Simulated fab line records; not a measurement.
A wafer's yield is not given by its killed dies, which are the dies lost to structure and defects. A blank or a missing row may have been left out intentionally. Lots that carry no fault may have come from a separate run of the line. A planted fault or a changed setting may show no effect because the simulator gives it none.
Matching of chambers | flow nandHarc | cmp-02 running NHARC_P_M2_CMP_23: 4 sister chambers
The step polishes, t overpolish 20 s, target thk 144.3 nm. 18 wafers are shown with their chamber, then 9 later ones without.

== WAFERS WITH THEIR CHAMBER ==
wafer  | chamber | motorCurrentA (A) | timeToEndpointS (s)
L076.4 | 3       | 10.8              | 29
L076.5 | 0       | 11.7              | 32
L076.6 | 3       | 11.1              | 31
L080.1 | 3       | 11.6              | 28
L080.3 | 2       | 9.4               | 24
L080.5 | 3       | 11.3              | 26
L084.2 | 0       | 10.5              | 29
L084.4 | 1       | 12.0              | 24
L084.6 | 2       | 9.9               | 25
L085.1 | 3       | 11.2              | 23
L085.2 | 0       | 11.3              | 28
L085.3 | 1       | 11.3              | 22
L089.2 | 2       | 9.8               | 29
L089.3 | 3       | 11.7              | 29
L089.5 | 3       | 11.6              | 30
L089.1 | 1       | 11.7              | 26
L089.4 | 0       | 11.5              | 33
L089.6 | 0       | 11.5              | 33

SIGNATURES, as means of the wafers listed above
reading         | chamber 0 | chamber 1 | chamber 2 | chamber 3 | scatter within a chamber
motorCurrentA   | 11.300    | 11.667    | 9.700     | 11.329    | 0.368
timeToEndpointS | 31.00     | 24.00     | 26.00     | 28.00     | 2.51
Rule: distance of a wafer from a chamber = root of the sum over the readings of ((wafer's reading minus chamber's mean) / reading's scatter) squared. The wafer belongs to the nearest chamber; if the next one is less than 2 further off, it can't be placed. The scatter: the root of (the sum of the squares of (reading less its chamber's mean) over the shown wafers, divided by (wafers less chambers)).

== WAFERS WITH NO CHAMBER GIVEN ==
wafer  | motorCurrentA (A) | timeToEndpointS (s)
L094.1 | 11.3              | 29
L094.2 | 12.0              | 26
L094.5 | 11.9              | 28
L096.1 | 10.5              | 34
L096.2 | 11.6              | 24
L096.6 | 11.1              | 33
L097.3 | 11.0              | 27
L097.4 | 11.1              | 23
L097.6 | 11.8              | 25

== EACH ONE'S CHAMBER ==
wafer  | from the rows above          | in truth
L094.1 | can't be placed: 3 or 0 or 1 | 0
L094.2 | can't be placed: 1 or 3 or 0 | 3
L094.5 | can't be placed: 3 or 1 or 0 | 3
L096.1 | can't be placed: 0 or 3 or 2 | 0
L096.2 | can't be placed: 1 or 3      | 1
L096.6 | can't be placed: 0 or 3      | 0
L097.3 | can't be placed: 3 or 0 or 1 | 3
L097.4 | can't be placed: 1 or 3 or 0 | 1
L097.6 | can't be placed: 1 or 3      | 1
Placed correctly: 0 of 9. From these rows, 9 cannot be placed; in 9 the true chamber is one of the candidates. 0 placed wrongly.
